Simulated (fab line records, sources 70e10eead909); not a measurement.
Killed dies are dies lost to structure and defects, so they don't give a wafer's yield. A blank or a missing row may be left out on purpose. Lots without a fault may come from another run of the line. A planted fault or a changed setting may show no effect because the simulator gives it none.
A struck lot beside a sound one | flow nand_harc | 27 steps out of a route of 1302
Sound: wafers L900.2, L900.3, L900.4. Struck: wafers L910.1, L910.3, L910.6. The cause comes at the end.
At each step with rows: each side's tool, then ch and its chambers, then its first start. Under that, the readings that differ: sound wafers | struck wafers | difference of the means | sigmas: that difference in standard deviations of wafers without a fault.
alike: readings whose means differ by less than 2 such deviations, and words and numbers that are the same on both sides. not compared: withheld readings, readings that some wafer has no value for, bounds like >300 that may hide the same value, and numbers for which the record gives no deviation and whose values overlap.
The two part at a step that has a row with sigmas, a row that says differs or no value, or rows on one side only. Numbers that don't overlap but have no deviation are shown without sigmas and don't part them. A reading that every wafer of one side lacks parts them only if that side has two wafers or more.

first, 2 steps without rows for these wafers: NHARC_A_CHANNEL_HOLE_D1_DESCUM_15 (chemistry O2, time 3 s); NHARC_A_CHANNEL_HOLE_D1_ETCH_38 (etches the open film in CF4, target depth 39 nm, time 65 s).
NHARC_A_CHANNEL_HOLE_D1_ETCH_39: etches the open film in N2/H2, target depth 260 nm, time 325 s.
  sound on rie_diel-10 ch 0,1,3; struck on rie_diel-10 ch 0,1,3
  alike: drypump_motor_current_A, oes_product_au, rf_vpp_V, showerhead_plenum_p_Torr, throttle_valve_pct
  not compared: rf_hours_counter_h
NHARC_A_CHANNEL_HOLE_D1_ETCH_34: etches the open film in CF4/CHF3, target depth 154 nm, time 77 s.
  sound on rie_diel-10 ch 0,1,2; struck on rie_diel-10 ch 0,3
  alike: drypump_motor_current_A, oes_product_au, rf_vpp_V, showerhead_plenum_p_Torr, throttle_valve_pct
  not compared: rf_hours_counter_h
then, 1 step without rows for these wafers: NHARC_A_CHANNEL_HOLE_D1_ETCH_16 (etches the open film in O2/COS, target depth 3100 nm, time 806 s).
NHARC_A_CHANNEL_HOLE_D1_CD_MEAS_18:
  sound on cd_sem-02, day 10 02:00; struck on cd_sem-01, day 14 13:10
  alike: cd_nm
NHARC_A_CHANNEL_HOLE_D1_ETCH_19: etches the open film in C4F8/O2/Ar, time 34.5 s.
  sound on har_etch-01 ch 0,1, day 10 04:14; struck on har_etch-02 ch 0,1, day 14 16:38
  alike: c4f8_flow_sccm, drypump_motor_current_A, showerhead_plenum_p_Torr, throttle_valve_pct
  not compared: rf_hours_counter_h
then, 1 step without rows for these wafers: NHARC_A_CHANNEL_HOLE_D1_ETCH_20 (etches the open film in C4F8/O2/Ar, time 361.9 s, target depth 1600 nm).
NHARC_A_CHANNEL_HOLE_D1_ETCH_21: etches the open film in C4F8/O2/Ar, time 514.3 s, target depth 1600 nm.
  sound on har_etch-01 ch 0,1, day 10 04:43; struck on har_etch-02 ch 0,1, day 14 17:07
  alike: c4f8_flow_sccm, drypump_motor_current_A, showerhead_plenum_p_Torr, throttle_valve_pct
  not compared: rf_hours_counter_h
then, 3 steps without rows for these wafers: NHARC_A_CHANNEL_HOLE_D1_ETCH_22 (etches the open film in C4F8/O2/Ar, time 666.7 s, target depth 1600 nm); NHARC_A_CHANNEL_HOLE_D1_ETCH_23 (etches the open film in C4F8/O2/Ar, time 819 s, target depth 1600 nm); NHARC_A_CHANNEL_HOLE_D1_ETCH_24 (etches the open film in C4F8/O2/Ar, time 906.2 s, target depth 1500 nm).
NHARC_A_CHANNEL_HOLE_D1_ETCH_25: etches the open film in C4F8/O2/Ar, time 1040.2 s, target depth 1500 nm.
  sound on har_etch-01 ch 0,1, day 10 07:16; struck on har_etch-02 ch 0,1, day 14 19:40
  alike: c4f8_flow_sccm, drypump_motor_current_A, showerhead_plenum_p_Torr, throttle_valve_pct
  not compared: rf_hours_counter_h
then, 9 steps without rows for these wafers: NHARC_A_CHANNEL_HOLE_D1_ETCH_26 (etches the open film in C4F8/O2/Ar, time 224.1 s, target depth 300 nm); NHARC_A_CHANNEL_HOLE_D1_ETCH_33 (etches the open film in C4F8/O2/Ar, time 90 s, target depth 400 nm); NHARC_A_CHANNEL_HOLE_D1_STRIP_41 (strips in N2/H2); NHARC_A_CHANNEL_HOLE_D1_STRIP_42 (strips in CF4/CHF3); NHARC_A_CHANNEL_HOLE_D1_STRIP_43 (strips in O2/COS); NHARC_A_CHANNEL_HOLE_D1_ETCH_44 (etches the open film in CF4/O2, target depth 140 nm, overetch 14 nm, time 77 s); NHARC_A_CHANNEL_HOLE_D1_STRIP_27 (strips in O2); NHARC_A_CHANNEL_HOLE_D1_PRECLEAN_28 (cleans in SC1); NHARC_A_CHANNEL_HOLE_D1_SRD_29.
NHARC_A_CHANNEL_HOLE_D1_CD_MEAS_30:
  sound on cd_sem-03, day 10 09:45; struck on cd_sem-02, day 14 22:07
  reading    | sound          | struck         | difference | sigmas
  cd_nm (nm) | 88.8 89.3 89.1 | 91.5 91.3 90.6 | +2.1       | +2
NHARC_A_CHANNEL_HOLE_D1_XSEM_31:
  sound on xsem-02 ch 0, day 10 09:50; struck on xsem-01 ch 0, day 14 22:12
  reading        | sound          | struck         | difference | sigmas
  bot_cd_nm (nm) | 72.4 73.6 72.6 | 75.5 75.6 74.9 | +2.5       | +2
  bow_nm (nm)    | 8.0 8.1 8.0    | 9.3 9.3 9.2    | +1.2       | +4
  alike: tilt_deg
NHARC_A_CHANNEL_HOLE_D1_INSPECT_40:
  sound on defect_inspect-01, day 10 09:56; struck on defect_inspect-02, day 14 22:18
  reading          | sound    | struck      | difference | sigmas
  raw_defect_count | 43 32 49 | 416 403 390 | +362       | +14
then, 1 step without rows for these wafers: NHARC_A_CHANNEL_FILL_D1_PRECLEAN_00 (cleans in SC1).
-- the record jumps here: 16 days lie between the struck wafers' starts before and after (it left off in module A_CHANNEL_FILL_D1 and takes up again in module END, whose first step shown is number 1302 of the route) --
NHARC_END_SORT_01:
  sound on prober-02 ch 0, day 26 13:19; struck on prober-02 ch 0, day 30 12:40
  reading         | sound    | struck    | difference | sigmas
  killed_at_array | 40 50 50 | 90 96 88  | +45        | +3
  killed_dies     | 44 56 52 | 93 101 91 | +44        | +3
  alike: killed_at_other, killed_at_periphery, killed_open, killed_short

WHERE THEY PART
First at NHARC_A_CHANNEL_HOLE_D1_CD_MEAS_30; last, within this record, at NHARC_END_SORT_01.

WHY: what the simulator had put in
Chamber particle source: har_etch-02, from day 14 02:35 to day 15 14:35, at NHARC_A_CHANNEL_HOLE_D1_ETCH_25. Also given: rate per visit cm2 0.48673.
